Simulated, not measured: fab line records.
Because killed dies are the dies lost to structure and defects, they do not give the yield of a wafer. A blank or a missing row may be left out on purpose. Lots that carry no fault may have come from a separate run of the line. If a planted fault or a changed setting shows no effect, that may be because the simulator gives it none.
Split-lot study	flow n5-finfet	on a route of 1938 steps: 7 lots, 39 wafers read

ON THE SPLIT
At N5_MIM_BOT_SPUTTER_00 (material TiN, target thk 35 nm, time 89.7 s), the setting time-s was moved away from the recipe's 89.7 s on 18 of the 39 wafers read, by -56.4% to +53.7%. For the rest of the wafers, this setting stayed at what the recipe calls for.

The reading comes from the split's own step.

THE READING
TiN_of_MIM_BOT_SPUTTER_00.thk-nm (the simulator's own value, which no gauge read), in nm, at N5_MIM_BOT_SPUTTER_00 (material TiN, target thk 35 nm, time 89.7 s). No usual value for it is given in the file. Average 34.9 nm, standard deviation 0.48 nm, over the 21 wafers here run with the recipe.

wafer	tool, chamber at the split	time-s as run, s	against the recipe	TiN_of_MIM_BOT_SPUTTER_00.thk-nm, nm	against lot-mates on the recipe
L078.1	pvd-sputter-02, -	111.5	+24.3%	43	+8.3
L078.2	pvd-sputter-02, -	111.5	+24.3%	43.6	+8.9
L078.3	pvd-sputter-02, -	89.7	recipe	34.4	-
L078.4	pvd-sputter-02, -	111.5	+24.3%	43.8	+9.1
L078.5	pvd-sputter-02, -	89.7	recipe	34.6	-
L078.6	pvd-sputter-02, -	89.7	recipe	35	-
L081.1	pvd-sputter-02, -	136.9	+52.6%	52.4	+17.5
L081.2	pvd-sputter-02, -	89.7	recipe	35.2	-
L081.5	pvd-sputter-02, -	89.7	recipe	35.2	-
L081.3	pvd-sputter-02, -	89.7	recipe	34.4	-
L081.4	pvd-sputter-02, -	136.9	+52.6%	53	+18.1
L081.6	pvd-sputter-02, -	136.9	+52.6%	52.8	+17.9
L089.1	pvd-sputter-03, -	89.7	recipe	34.4	-
L089.2	pvd-sputter-03, -	60.25	-32.8%	24.2	-10.6
L089.3	pvd-sputter-03, -	60.25	-32.8%	23.4	-11.4
L089.4	pvd-sputter-03, -	89.7	recipe	35	-
L089.5	pvd-sputter-03, -	89.7	recipe	35	-
L089.6	pvd-sputter-03, -	60.25	-32.8%	23.6	-11.2
L090.3	pvd-sputter-02, -	89.7	recipe	34.4	-
L090.5	pvd-sputter-02, -	89.7	recipe	34.4	-
L090.6	pvd-sputter-02, -	89.7	recipe	34.8	-
L091.1	pvd-sputter-03, -	137.9	+53.7%	54.6	+19.9
L091.2	pvd-sputter-03, -	137.9	+53.7%	53.4	+18.7
L091.3	pvd-sputter-03, -	89.7	recipe	34.8	-
L091.4	pvd-sputter-03, -	89.7	recipe	33.8	-
L091.5	pvd-sputter-03, -	137.9	+53.7%	53.8	+19.1
L091.6	pvd-sputter-03, -	89.7	recipe	35.6	-
L093.1	pvd-sputter-02, -	39.11	-56.4%	15.8	-19.5
L093.2	pvd-sputter-02, -	39.11	-56.4%	16.2	-19.1
L093.3	pvd-sputter-02, -	39.11	-56.4%	14.8	-20.5
L093.4	pvd-sputter-02, -	89.7	recipe	35.2	-
L093.6	pvd-sputter-02, -	89.7	recipe	35.2	-
L093.5	pvd-sputter-02, -	89.7	recipe	35.6	-
L094.1	pvd-sputter-02, -	89.7	recipe	34.6	-
L094.2	pvd-sputter-02, -	119.2	+32.9%	46.4	+11.3
L094.3	pvd-sputter-02, -	89.7	recipe	35.8	-
L094.4	pvd-sputter-02, -	89.7	recipe	34.8	-
L094.5	pvd-sputter-02, -	119.2	+32.9%	46.8	+11.7
L094.6	pvd-sputter-02, -	119.2	+32.9%	46.2	+11.1

FIT RESULTS
A straight line over all 39 wafers: TiN_of_MIM_BOT_SPUTTER_00.thk-nm changes by +0.345 nm for each +1% of time-s; r = +1.00; the points scatter about the line by 0.49 nm.
The same after taking each lot's own level away (the mean of its wafers on the recipe; 39 wafers): +0.348 nm for each +1%; r = +1.00; scatter 0.48 nm.
Per that fit: largest time-s move, reading shift of 20 nm.
The span of the lots' own levels, 34.53 to 35.33 nm, comes to 1.7 times the standard deviation stated above.
The two slopes are in agreement: the lot-to-lot level therefore moves the slope only a little.
Check: with one of the wafers moved furthest among these (-56.4%) left out of the fit, the line predicts -19.6 nm for it against its lot-mates. Against them it came out at -19.5 nm.

THE OTHER SPLITS THESE WAFERS WENT THROUGH
Other splits were also applied to these wafers ahead of the reading. Each is held against what the fit with the lots' levels taken away leaves over:
other split on the same wafers	wafers away from the commonest value	r with TiN_of_MIM_BOT_SPUTTER_00.thk-nm (lot level and that fit taken away)
N5_BEOL_M10_ILD_DEP_00 target-thk-a	12	+0.06
N5_BEOL_M12_ETCH_68 time-s	9	+0.01
N5_BEOL_M14_ILD_DEP_00 time-s	15	+0.10

THE FILE'S OWN FIT
TiN_of_MIM_BOT_SPUTTER_00.thk-nm changes by +0.348 nm for each +1% of time-s, r = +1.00.
